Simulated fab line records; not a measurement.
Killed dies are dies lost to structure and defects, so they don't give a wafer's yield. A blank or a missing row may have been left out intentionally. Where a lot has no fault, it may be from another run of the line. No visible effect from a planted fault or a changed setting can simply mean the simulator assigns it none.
fab line records + flow n5_finfet
record:
- lots: 4
- wafers: 12
- last_day: 16
route steps=1938 shown BEOL_M11@1578 BEOL_M12@1602 BEOL_M15@1830 PASSIVATION@1936
lots that met no fault: from a run of the same line without faults
start_h: hours from the record's opening day to when the first of the lot's shown wafers began + wait_h: hours elapsed since this lot's preceding step + " identical to the entry in the row above + L1.1+2: a row that stands for several wafers + - no value, or no start was given + * or withheld: withheld + < > ~ a bound
route shown NAME@n: names a module that has steps shown in the file, with the first one's number in the route + usual: mean and standard deviation over wafers with no fault + same: alike in all rows + chamber/n: place in a boat + sites: readings site by site + _std_site: the standard deviation of these + _edge_site: outer sites' mean less inner sites' + radius_mm: how far each site lies from the wafer's centre + mask NAME#n: copy n + behind: the tool/chamber that last shaped the wafer + hold: the reason the lot was held/the length of the hold in hours/how it ended + device: transistor that didn't switch, given as n, p or np + end of line: the same wafers' tests at the end of the route + step lacking rows: just its recipe + killed: not the wafer's yield, but the dies lost to structure and defects at the first sort + map: per-die view of a wafer (x killed, . not killed, _ where there is no die)
set.NAME: the setting as run; set.NAME@STEP: as run at that earlier step + model.NAME: the simulator's own value behind a step, which no gauge read
a table for each step, a row for each wafer; lots at some steps of the route
services: a tool's chamber out of use, with start hour (start_h, from the record's first day; less than 0 if before it), hours out, and reason
== steps ==
step: N5_BEOL_M11_TRENCH_ETCH_37
recipe:
- chemistry: C4F6/O2
- target_depth_a: 1488.3
- target: SiCOH_lowk
- time_s: 48
- ion_energy_ev: 250
- pressure_mtorr: 30
- source_w: 345
- bias_w: 185
- Ar_flow_sccm: 300
- C4F6_flow_sccm: 10
- O2_flow_sccm: 10
step: N5_BEOL_M11_ETCH_41
recipe:
- chemistry: CH3F/O2
- target: SiCN
- target_depth_a: 426
- taper_deg: 2
- time_s: 86
- ion_energy_ev: 120
- mask_material: TiN
- pressure_mtorr: 30
- source_w: 395
- bias_w: 75
- Ar_flow_sccm: 150
- CH3F_flow_sccm: 30
- O2_flow_sccm: 20
step: N5_BEOL_M11_STRIP_77
recipe:
- chemistry: N2/H2
- time_s: 10
- power_w: 450
- temp_c: 40
- pressure_mtorr: 20
- rf_frequency_hz: 6e+07
- bias_power_w: 7
- n2_flow_sccm: 200
- h2_flow_sccm: 200
step: N5_BEOL_M11_HM_STRIP_39
recipe:
- chemistry: peroxide_tin_strip
- material: TiN
- target_depth_a: 250
- temp_c: 50
- time_s: 158
step: N5_BEOL_M11_SRD_40
recipe:
- time_s: 30
- temp_c: 23
- rinse_liquid: diw
- dry: ipa_marangoni
step: N5_BEOL_M11_PRECLEAN_42
recipe:
- chemistry: residue_remover
- time_s: 60
- temp_c: 40
step: N5_BEOL_M11_SRD_43
recipe:
- time_s: 30
- temp_c: 23
- rinse_liquid: diw
- dry: ipa_marangoni
step: N5_BEOL_M11_CURE_72
recipe:
- temp_c: 370
- time_s: 120
- ambient: DMADMS/He
- material: SiCOH_lowk
step: N5_BEOL_M11_DEGAS_44
recipe:
- ambient: vacuum
- temp_c: 250
- time_s: 60
step: N5_BEOL_M11_PRE_CLEAN_45
recipe:
- gas: H2/He
- time_s: 30
- temp_c: 250
step: N5_BEOL_M11_ALD_74
recipe:
- material: TaN
- target_thk_a: 20
- temp_c: 275
- ald_precursor_family: PDMAT
- ald_co_reactant: NH3
- pressure_torr: 3
- carrier_flow_sccm: 1500
- pulse_time_s: 2
- purge_time_s: 3
- co_reactant_purge_time_s: 2
- co_reactant_pulse_time_s: 3
- ald_cycles: 40
- precursor_vessel_temp_c: 75
- precursor_vessel_pressure_torr: 26.25
- precursor_vessel_carrier_sccm: 1000
usual:
- ald_cycles: 40/0
- heater_power_w: 417/27
| lot.wafer | tool         | chamber | start_h | wait_h | ald_cycles | heater_power_w | since_wet_clean_h | model.TaN_of_BEOL_M11_ALD_74.thk_nm |
|-----------|--------------|---------|---------|--------|------------|----------------|-------------------|-------------------------------------|
| L565.1    | ald_metal-02 | 0       | 256.05  | 0.0    | 40         | 461            | 6073              | 2                                   |
| L565.3    | "            | 2       | "       | "      | 40         | 449            | 6073              | 2                                   |
| L565.4    | "            | 1       | "       | "      | 40         | 398            | 6073              | 2                                   |
| L571.1    | ald_metal-02 | 2       | 307.10  | 0.1    | 26         | 449            | 6124              | 1.4                                 |
| L571.2    | "            | 1       | "       | "      | 40         | 412            | 6124              | 2                                   |
| L571.4    | "            | 3       | "       | "      | 40         | 405            | 6124              | 2                                   |
| L575.3    | ald_metal-03 | 2       | 326.18  | 0.0    | 40         | 424            | 1527              | 2                                   |
| L575.4    | "            | 0       | "       | "      | 40         | 408            | 1527              | 2                                   |
| L575.5    | "            | 0       | "       | "      | 40         | 426            | -                 | 2                                   |
| L574.1    | ald_metal-02 | 0       | 326.60  | 0.1    | 26         | 453            | 6143              | 1.4                                 |
| L574.3    | "            | 1       | "       | "      | 26         | 400            | 6143              | 1.4                                 |
| L574.6    | "            | 3       | "       | "      | 40         | 416            | -                 | 2                                   |
step: N5_BEOL_M11_SURFACE_TREAT_76
recipe:
- gas: Ar
- time_s: *
- ion_energy_ev: *
- ion_current_ma_cm2: 0.5
- pressure_mtorr: *
- ar_flow_sccm: 30
step: N5_BEOL_M11_CVD_75
recipe:
- material: Co
- target_thk_a: 20
- temp_c: withheld
- precursor: CCTBA/H2
- pressure_torr: 30
- time_s: 138.9
step: N5_BEOL_M11_SPUTTER_48
recipe:
- material: Cu
- target_thk_a: 120
- temp_c: -20
- bias_v: 60
- power_w: 26000
- chamber_pressure_pa: 0.13
- time_s: 2
step: N5_BEOL_M11_ECD_50
recipe:
- material: Cu
- target_thk_a: 3180
step: N5_BEOL_M11_ANNEAL_51
recipe:
- temp_c: 225
- time_s: 90
- ambient: N2
step: N5_BEOL_M11_CMP_52
recipe:
- stop_on: SiCOH_lowk
- t_overpolish_s: 7
- down_force_psi: 1
- platen_rpm: 50
- clearing_platen_down_force_psi: 1.5
- clearing_platen_rpm: 50
- post_cmp_clean: cu_alkaline
- target_thk_nm: 140
- clearing_platen_pad_velocity_m_s: 0.99484
- pad_velocity_m_s: 0.99484
step: N5_BEOL_M11_PRE_CLEAN_55
recipe:
- gas: NH3
- time_s: 15
- temp_c: withheld
- rf_power_w: 300
step: N5_BEOL_M11_DEP_56
recipe:
- material: SiCN
- target_thk_a: 300
- temp_c: withheld
- precursor: 3MS/NH3
- pressure_torr: 3
- rf_w: 675
- time_s: 10.5
step: N5_BEOL_M12_ILD_DEP_00
recipe:
- material: SiOC
- target_thk_a: 6589.2
- temp_c: 350
- precursor: DEMS/O2
- pressure_torr: 5
- rf_w: 500
- time_s: 130.7
step: N5_BEOL_M12_COAT_58
recipe:
- resist: BARC
- temp_c: 205
- time_s: 60
- spin_rpm: 1500
- resist_thk_nm: 89
step: N5_BEOL_M12_COAT_04
recipe:
- spin_rpm: 1625
- resist_thk_nm: 400
step: N5_BEOL_M12_EBR_06
recipe:
- solvent: PGMEA
- ebr_width_mm: 1.5
step: N5_BEOL_M12_SOFTBAKE_05
recipe:
- temp_c: 130
- time_s: 60
step: N5_BEOL_M12_EXPOSE_07
recipe:
- mask_id: V11
- na: 0.93
- source_shape: conventional
- sigma_outer: 0.6
- polarization: unpolarized
- attpsm_phase_deg: 180
- dose_mj: 32.5
step: N5_BEOL_M12_PEB_08
recipe:
- peb_temp_c: 130
- peb_time_s: 90
step: N5_BEOL_M12_DEVELOP_09
recipe:
- develop_time_s: 45
- rinse_liquid: diw
- dry: air_spin
- dev_temp_c: 21
step: N5_BEOL_M12_HARDBAKE_14
recipe:
- temp_c: 130
- time_s: 120
step: N5_BEOL_M12_DESCUM_15
recipe:
- chemistry: O2
- time_s: 7.9
- source_power_w: 50
- bias_power_w: 20
- pressure_mtorr: 20
- rf_frequency_hz: 2.712e+07
- temp_c: 40
- o2_flow_sccm: 225
step: N5_BEOL_M12_ETCH_59
recipe:
- chemistry: N2/H2
- target: BARC
- target_depth_a: 890
- overetch_a: 267
- time_s: 67.9
- ion_energy_ev: 200
- pressure_mtorr: 30
- source_w: 840
- bias_w: 150
- n2_flow_sccm: 200
- h2_flow_sccm: 200
step: N5_BEOL_M12_VIA_ETCH_16
recipe:
- chemistry: C4F8/O2/Ar
- target: SiOC
- pressure_mtorr: 30
- source_w: 3000
- bias_w: 700
- Ar_flow_sccm: 400
- C4F8_flow_sccm: 15
- O2_flow_sccm: 8
- he_inner_torr: 15
- he_outer_torr: 30
- target_depth_a: 7248
- time_s: withheld
- ion_energy_ev: 250
- ends: cleared
step: N5_BEOL_M12_STRIP_63
recipe:
- chemistry: N2/H2
- power_w: 1000
- temp_c: 250
- h2_frac: 0.65
- overash_fraction: 0.3
- pressure_mtorr: 1000
- n2_flow_sccm: 1750
- h2_flow_sccm: 3250
step: N5_BEOL_M12_STRIP_64
recipe:
- chemistry: N2/H2
- power_w: 1000
- temp_c: 250
- h2_frac: 0.65
- overash_fraction: 0.3
- pressure_mtorr: withheld
- n2_flow_sccm: 1750
- h2_flow_sccm: 3250
step: N5_BEOL_M15_RC_MEAS_101
usual:
- COMB_M10: 1.6e-11/3e-12
- COMB_M11: 1.6e-11/3.2e-12
- COMB_M11_max_site: 2.2e-11/5e-12
- COMB_M12: 7.3e-12/1.3e-12
- COMB_M12_max_site: 1e-11/2e-12
- COMB_M13: 5.8e-12/1.1e-12
- COMB_M14: 4.7e-12/8.9e-13
- COMB_M15: 3.5e-12/6.2e-13
- COMB_M5: 3.8e-11/7.7e-12
- COMB_M6: 2.6e-11/4.8e-12
- COMB_M7: 2.7e-11/5e-12
- COMB_M8: 2.7e-11/5.6e-12
- COMB_M9: 1.6e-11/2.6e-12
- SERP_M10: 3.05/0.12
- SERP_M10_max_site: 3.14/0.13
- SERP_M11: 3.04/0.11
- SERP_M12: 0.637/0.023
- SERP_M13: 0.306/0.01
- SERP_M14: 0.161/0.0057
- SERP_M5: 38.7/2.1
- SERP_M6: 13.7/0.79
- SERP_M7: 13.9/0.65
- SERP_M8: 13.9/0.85
- SERP_M9: 3.08/0.11
| lot.wafer | tool      | chamber | start_h | wait_h | COMB_M10[S/m] | COMB_M11[S/m] | COMB_M11_max_site[S/m] | COMB_M12[S/m] | COMB_M12_max_site[S/m] | COMB_M13[S/m] | COMB_M14[S/m] | COMB_M15[S/m] | COMB_M5[S/m] | COMB_M6[S/m] | COMB_M7[S/m] | COMB_M8[S/m] | COMB_M9[S/m] | SERP_M10[ohm/um] | SERP_M10_max_site[ohm/um] | SERP_M11[ohm/um] | SERP_M12[ohm/um] | SERP_M13[ohm/um] | SERP_M14[ohm/um] | SERP_M5[ohm/um] | SERP_M6[ohm/um] | SERP_M7[ohm/um] | SERP_M8[ohm/um] | SERP_M9[ohm/um] |
|-----------|-----------|---------|---------|--------|---------------|---------------|------------------------|---------------|------------------------|---------------|---------------|---------------|--------------|--------------|--------------|--------------|--------------|------------------|---------------------------|------------------|------------------|------------------|------------------|-----------------|-----------------|-----------------|-----------------|-----------------|
| L565.1    | prober-02 | 0       | 287.63  | 0.0    | 1.5e-11       | 1.7e-11       | 2.3e-11                | 6.1e-12       | 7.6e-12                | 5.9e-12       | 4.9e-12       | 3.2e-12       | 4.4e-11      | 1.6e-11      | 2.6e-11      | 3.2e-11      | 1.97e-11     | 3.23             | 3.31                      | 3.05             | 0.652            | 0.297            | 0.159            | 41.3            | 13.1            | 12.3            | 13.3            | 2.93            |
| L565.3    | "         | 0       | "       | "      | 1.4e-11       | 1.8e-11       | 2.5e-11                | 5.3e-12       | 7.9e-12                | 5.4e-12       | 4.4e-12       | 3.5e-12       | 4.6e-11      | 2.3e-11      | 2.9e-11      | 2e-11        | 1.93e-11     | 3.04             | 3.13                      | 2.94             | 0.654            | 0.313            | 0.158            | 41.8            | 13.4            | 13.1            | 13.8            | 3.11            |
| L565.4    | "         | 0       | "       | "      | 1.6e-11       | 2e-11         | 2.4e-11                | 7.5e-12       | 1.48e-11               | 4.3e-12       | 3.7e-12       | 3.3e-12       | 3.2e-11      | 2.6e-11      | 2.9e-11      | 2.9e-11      | 1.35e-11     | 3.11             | 3.20                      | 3.13             | 0.661            | 0.318            | 0.161            | 39.7            | 13.9            | 14.8            | 14.2            | 3.18            |
| L571.1    | prober-02 | 0       | 332.86  | 0.0    | 1e-11         | 3.8e-11       | 4.4e-11                | 6.8e-12       | 7.5e-12                | 6.5e-12       | 3.8e-12       | 3.8e-12       | 3.5e-11      | 2.5e-11      | 3.2e-11      | 2.2e-11      | 2.15e-11     | 3.10             | 3.25                      | 2.94             | 0.647            | 0.326            | 0.156            | 39.0            | 13.6            | 13.3            | 14.2            | 3.10            |
| L571.2    | "         | 0       | "       | "      | 1.3e-11       | 1.8e-11       | 2.5e-11                | 6.5e-12       | 1.03e-11               | 9.2e-12       | 3.7e-12       | 3.5e-12       | 3.6e-11      | 2.2e-11      | 2.4e-11      | 2.9e-11      | 2.08e-11     | 3.20             | 3.25                      | 3.22             | 0.633            | 0.299            | 0.173            | 38.3            | 12.6            | 14.0            | 14.8            | 3.01            |
| L571.4    | "         | 0       | "       | "      | 1.6e-11       | 1.3e-11       | 1.7e-11                | 5.8e-12       | 6.6e-12                | 5.5e-12       | 4.7e-12       | 2.5e-12       | 3.8e-11      | 2.7e-11      | 2.8e-11      | 2e-11        | 1.98e-11     | 3.26             | 3.33                      | 2.92             | 0.605            | 0.320            | 0.166            | 42.0            | 12.8            | 13.2            | 13.4            | 2.95            |
| L575.3    | prober-01 | 0       | 350.75  | 0.8    | 1.7e-11       | 1.7e-11       | 2.8e-11                | 6.5e-12       | 1.02e-11               | 5.6e-12       | 4.7e-12       | 3.2e-12       | 5e-11        | 2.6e-11      | 2.7e-11      | 2.4e-11      | 1.55e-11     | 3.53             | 3.59                      | 3.04             | 0.627            | 0.308            | 0.162            | 41.1            | 12.8            | 14.4            | 12.8            | 2.98            |
| L575.4    | "         | 0       | "       | "      | 2.1e-11       | 1.3e-11       | 1.6e-11                | 8e-12         | 1.1e-11                | 6.4e-12       | 5.6e-12       | 3.4e-12       | 3.3e-11      | 2.6e-11      | 2.2e-11      | 2.5e-11      | 1.76e-11     | 3.02             | 3.11                      | 3.03             | 0.630            | 0.299            | 0.171            | 38.2            | 13.5            | 14.8            | 13.3            | 3.13            |
| L575.5    | "         | 0       | "       | "      | 2.1e-11       | 1.4e-11       | 1.8e-11                | 9.3e-12       | 1.24e-11               | 6.3e-12       | 5.5e-12       | 3.1e-12       | 3.7e-11      | 2.2e-11      | 2.8e-11      | 2.8e-11      | 1.65e-11     | 3.24             | 3.30                      | 3.14             | 0.618            | 0.295            | 0.168            | 40.8            | 13.3            | 14.4            | 14.4            | 3.07            |
| L574.1    | prober-02 | 0       | 360.56  | 0.0    | 1.6e-11       | 3.8e-11       | 4.6e-11                | 7.7e-12       | 8.9e-12                | 5.1e-12       | 4.6e-12       | 2.4e-12       | 5.8e-11      | 2.7e-11      | 2.2e-11      | 2.8e-11      | 1.87e-11     | 2.99             | 3.01                      | 3.00             | 0.647            | 0.327            | 0.162            | 39.2            | 14.4            | 13.1            | 12.5            | 2.89            |
| L574.3    | "         | 0       | "       | "      | 1.7e-11       | 2.6e-11       | 4.1e-11                | 8.8e-12       | 1.54e-11               | 4.3e-12       | 4.7e-12       | 3e-12         | 3.9e-11      | 2.1e-11      | 2.5e-11      | 2.5e-11      | 1.78e-11     | 2.84             | 2.91                      | 3.01             | 0.644            | 0.302            | 0.161            | 35.6            | 12.9            | 13.7            | 12.7            | 2.95            |
| L574.6    | "         | 0       | "       | "      | 1.6e-11       | 1.1e-11       | 1.9e-11                | 8.5e-12       | 1.19e-11               | 4.1e-12       | 5.8e-12       | 3.6e-12       | 3.8e-11      | 2.8e-11      | 2.8e-11      | 3.8e-11      | 1.33e-11     | 2.92             | 3.01                      | 3.07             | 0.694            | 0.309            | 0.163            | 39.7            | 14.4            | 13.1            | 13.0            | 3.02            |
sites COMB_M11 radius_mm=0,75,75,75,75,140,140,140,140
L565.1 1.6e-11 1.4e-11 2.3e-11 2e-11 2.3e-11 1.2e-11 1.7e-11 1.7e-11 2.1e-11
L571.1 3.8e-11 4.1e-11 4.2e-11 3.3e-11 2.8e-11 3.7e-11 4.4e-11 2.3e-11 4.1e-11
L575.3 1.8e-11 1.4e-11 2.8e-11 2e-11 2.1e-11 1.5e-11 1.6e-11 1.7e-11 1.2e-11
L574.1 2.5e-11 2.5e-11 3.9e-11 3.1e-11 4.6e-11 3.8e-11 4.4e-11 3.1e-11 4.3e-11
step: N5_PASSIVATION_PROBE_49
usual:
- defect_limited_yield: 91.3/1.5
- killed_at_M0_to_M3: 33/12
- killed_at_M4_up: 15/5.2
- killed_at_contacts: 12/5.1
- killed_at_front_end: 39/11
- killed_at_other: 5/3.6
- killed_dies: 103/18
- killed_open: 67/13
- killed_short: 33/7.8
- sort_bin_4_leakage: 0/0
- sort_bin_5_function: 5.1/0.96
- sort_bin_6_memory: 3.2/0.71
- sort_n_pass: 1077/18
- sort_yield_pct: 91.3/1.5
same:
- gross_dies: 1180
- killed_at_back_side: 0
- sort_bin_8_speed[%]: 0
| lot.wafer | tool      | chamber | start_h | wait_h | defect_limited_yield[%] | killed_at_M0_to_M3 | killed_at_M4_up | killed_at_contacts | killed_at_front_end | killed_at_other | killed_dies | killed_open | killed_short | sort_bin_4_leakage[%] | sort_bin_5_function[%] | sort_bin_6_memory[%] | sort_n_pass | sort_yield_pct[%] |
|-----------|-----------|---------|---------|--------|-------------------------|--------------------|-----------------|--------------------|---------------------|-----------------|-------------|-------------|--------------|-----------------------|------------------------|----------------------|-------------|-------------------|
| L565.1    | prober-02 | -       | 300.51  | 0.0    | 88.2                    | 47                 | 20              | 22                 | 44                  | 6               | 139         | 81          | 58           | 0                     | 7.5                    | 3.7                  | 1041        | 88.2              |
| L565.3    | prober-02 | -       | 300.61  | 0.1    | 91.4                    | 38                 | 12              | 16                 | 29                  | 7               | 102         | 62          | 37           | 0                     | 5.1                    | 3.3                  | 1078        | 91.4              |
| L565.4    | prober-02 | -       | 300.66  | 0.2    | 93.5                    | 29                 | 13              | 8                  | 21                  | 6               | 77          | 50          | 27           | 0                     | 3.7                    | 2.5                  | 1103        | 93.5              |
| L571.1    | prober-02 | -       | 348.79  | 0.0    | 87.5                    | 38                 | 8               | 13                 | 84                  | 5               | 148         | 92          | 40           | 0                     | 6.4                    | 4.3                  | 1032        | 87.5              |
| L571.2    | prober-02 | -       | 348.84  | 0.1    | 91.7                    | 17                 | 6               | 14                 | 45                  | 16              | 98          | 64          | 34           | 0                     | 4.9                    | 2.9                  | 1082        | 91.7              |
| L571.4    | prober-02 | -       | 348.94  | 0.2    | 92.2                    | 14                 | 12              | 9                  | 49                  | 8               | 92          | 62          | 30           | 0                     | 4.7                    | 2.9                  | 1088        | 92.2              |
| L575.3    | prober-01 | -       | 365.28  | 0.1    | 90.0                    | 32                 | 19              | 14                 | 46                  | 7               | 118         | 83          | 28           | 0                     | 6.1                    | 3.1                  | 1062        | 90.0              |
| L575.4    | prober-01 | -       | 365.33  | 0.2    | 92.5                    | 13                 | 14              | 18                 | 39                  | 5               | 89          | 60          | 29           | 0                     | 4.0                    | 3.1                  | 1091        | 92.5              |
| L575.5    | prober-01 | -       | 365.38  | 0.2    | 89.6                    | 34                 | 24              | 15                 | 40                  | 10              | 123         | 77          | 36           | 0                     | 5.5                    | 3.6                  | 1057        | 89.6              |
| L574.1    | prober-02 | -       | 378.11  | 0.0    | 91.6                    | 22                 | 13              | 11                 | 48                  | 5               | 99          | 70          | 24           | 0.17                  | 4.6                    | 3.4                  | 1081        | 91.6              |
| L574.3    | prober-02 | -       | 378.21  | 0.1    | 92.6                    | 23                 | 15              | 10                 | 35                  | 4               | 87          | 59          | 26           | 0.17                  | 4.6                    | 2.5                  | 1093        | 92.6              |
| L574.6    | prober-02 | -       | 378.36  | 0.3    | 93.5                    | 20                 | 12              | 10                 | 34                  | 1               | 77          | 45          | 16           | 0                     | 3.4                    | 1.9                  | 1103        | 93.5              |
killed by level:class
L565.1 FIN_SAQP:geometric_particle:short=18 MOL_CONTACT_COAG:geometric_particle:open=16 BEOL_M0_SAQP:geometric_particle:short=15 BEOL_M0_SAQP:geometric_particle:open=11 BEOL_M3:geometric_particle:open=8 MOL_CONTACT_COAG:geometric_particle:short=6 BEOL_M2:geometric_particle:open=6 BEOL_M5:geometric_particle:open=5
L565.3 MOL_CONTACT_COAG:geometric_particle:open=11 BEOL_M0_SAQP:geometric_particle:open=11 BEOL_M0_SAQP:geometric_particle:short=10 BEOL_M3:geometric_particle:open=8 FIN_SAQP:geometric_particle:short=7 MOL_CONTACT_COAG:geometric_particle:short=5 FIN_SAQP:geometric_particle:open=4 STI_FIN_REVEAL:geometric_particle:open=4
L565.4 BEOL_M0_SAQP:geometric_particle:short=11 MOL_CONTACT_COAG:geometric_particle:open=8 BEOL_M0_SAQP:geometric_particle:open=8 BEOL_M4:geometric_particle:open=7 FIN_SAQP:geometric_particle:short=6 BEOL_M3:geometric_particle:open=6 FIN_SAQP:geometric_particle:open=4 MIM_TOP_ETCH:geometric_particle:open=3
L571.1 FIN_SAQP:geometric_particle:open=17 STI_FIN_REVEAL:geometric_particle:open=16 HKMG_FIN:area_etch=16 MOL_CONTACT_COAG:geometric_particle:open=11 GATE_CUT:geometric_particle:short=8 FIN_SAQP:geometric_particle:short=7 GATE_CUT:geometric_particle:open=7 BEOL_M0_SAQP:geometric_particle:short=7
L571.2 STI_FIN_REVEAL:geometric_particle:open=14 MOL_CONTACT_COAG:geometric_particle:open=11 FIN_SAQP:geometric_particle:short=9 FIN_SAQP:geometric_particle:open=8 BEOL_M1:geometric_particle:open=6 GATE_CUT:geometric_particle:short=5 MIM_TOP:geometric_particle:open=4 BEOL_M2:geometric_particle:open=4
L571.4 FIN_SAQP:geometric_particle:open=11 STI_FIN_REVEAL:geometric_particle:open=9 FIN_SAQP:geometric_particle:short=8 MOL_CONTACT_COAG:geometric_particle:open=8 GATE_CUT:geometric_particle:short=7 BEOL_M4:geometric_particle:open=5 STARTING-WAFER:geometric_particle:open=5 BEOL_M0_SAQP:geometric_particle:open=4
L575.3 BEOL_M4:geometric_particle:open=17 MOL_CONTACT_COAG:geometric_particle:open=12 FIN_SAQP:geometric_particle:open=9 BEOL_M2:geometric_particle:open=9 STI_FIN_REVEAL:geometric_particle:open=7 BEOL_M0_SAQP:geometric_particle:open=7 HKMG_FIN:area_etch=7 DUMMY_GATE:geometric_particle:open=6
L575.4 FIN_SAQP:geometric_particle:short=18 MOL_CONTACT_COAG:geometric_particle:open=17 FIN_SAQP:geometric_particle:open=12 BEOL_M4:geometric_particle:open=9 BEOL_M2:geometric_particle:open=7 BEOL_M3:geometric_particle:open=4 GATE_CUT:geometric_particle:open=2 BEOL_M5:geometric_particle:short=2
L575.5 BEOL_M2:geometric_particle:open=11 MOL_CONTACT_COAG:geometric_particle:open=9 BEOL_M3:geometric_particle:open=9 BEOL_M4:geometric_particle:open=9 FIN_SAQP:geometric_particle:open=8 HKMG_FIN:area_etch=8 MOL_CONTACT_COAG:geometric_particle:short=6 FIN_SAQP:geometric_particle:short=4
L574.1 MOL_CONTACT_COAG:geometric_particle:open=10 STI_FIN_REVEAL:geometric_particle:open=7 GATE_CUT:geometric_particle:open=6 BEOL_M0_SAQP:geometric_particle:open=6 DUMMY_GATE:geometric_particle:open=5 BEOL_M1:geometric_particle:open=5 FIN_SAQP:geometric_particle:open=4 STI_FIN_REVEAL:geometric_particle:short=4
L574.3 BEOL_M1:geometric_particle:open=11 MOL_CONTACT_COAG:geometric_particle:open=8 GATE_CUT:geometric_particle:open=7 GATE_CUT:geometric_particle:short=6 STI_FIN_REVEAL:geometric_particle:open=5 BEOL_M0_SAQP:geometric_particle:open=5 BEOL_M0_SAQP:geometric_particle:short=4 BEOL_M4:geometric_particle:open=4
L574.6 HKMG_FIN:area_etch=15 MOL_CONTACT_COAG:geometric_particle:open=7 BEOL_M1:geometric_particle:open=6 BEOL_M4:geometric_particle:open=6 BEOL_M0_SAQP:geometric_particle:short=4 STARTING-WAFER:geometric_particle:open=4 DUMMY_GATE:geometric_particle:open=3 MOL_CONTACT_COAG:geometric_particle:short=3
== services ==
| tool         | chamber | start_h | hours | kind   |
|--------------|---------|---------|-------|--------|
| ald_metal-02 | -       | 247.86  | 6.0   | pm     |
| ald_metal-02 | -       | 254.19  | 0.4   | repair |
| ald_metal-02 | -       | 271.66  | 0.2   | repair |
== key ==
first_sign:
- step: N5_BEOL_M11_ALD_74
- reading: ald_cycles
- direction: down
- sigmas: 99+
- usual: *
- struck: *
effect:
- step: N5_BEOL_M15_RC_MEAS_101
- reading: COMB_M11
- direction: up
- sigmas: 5.8
- usual: 1.6e-11
- struck: 3.4e-11
model_effect:
- step: N5_BEOL_M11_ALD_74
- value: TaN_of_BEOL_M11_ALD_74.thk_nm
- without: 2
- struck: 1.4
met_at N5_BEOL_M11_ALD_74
struck_wafers L571.1,L574.1,L574.3
baseline_loss:
- step: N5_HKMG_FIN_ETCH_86
- wafers: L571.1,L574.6
onset_between 256.05 307.10
fault:
- kind: process_parameter_drift
- tool: ald_metal-02
- chamber: -
- onset_h: 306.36
- steps: N5_BEOL_M11_ALD_74
- channel: ald_cycles
- offset: *
- shape: step
- end_h: 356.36
- scope: struck_wafers_only
- acts_in: *
- stated: *
baseline_loss: these wafers lose ten dies or more at that step, a loss of the line's own and not of a fault; the sort's usual values leave them out
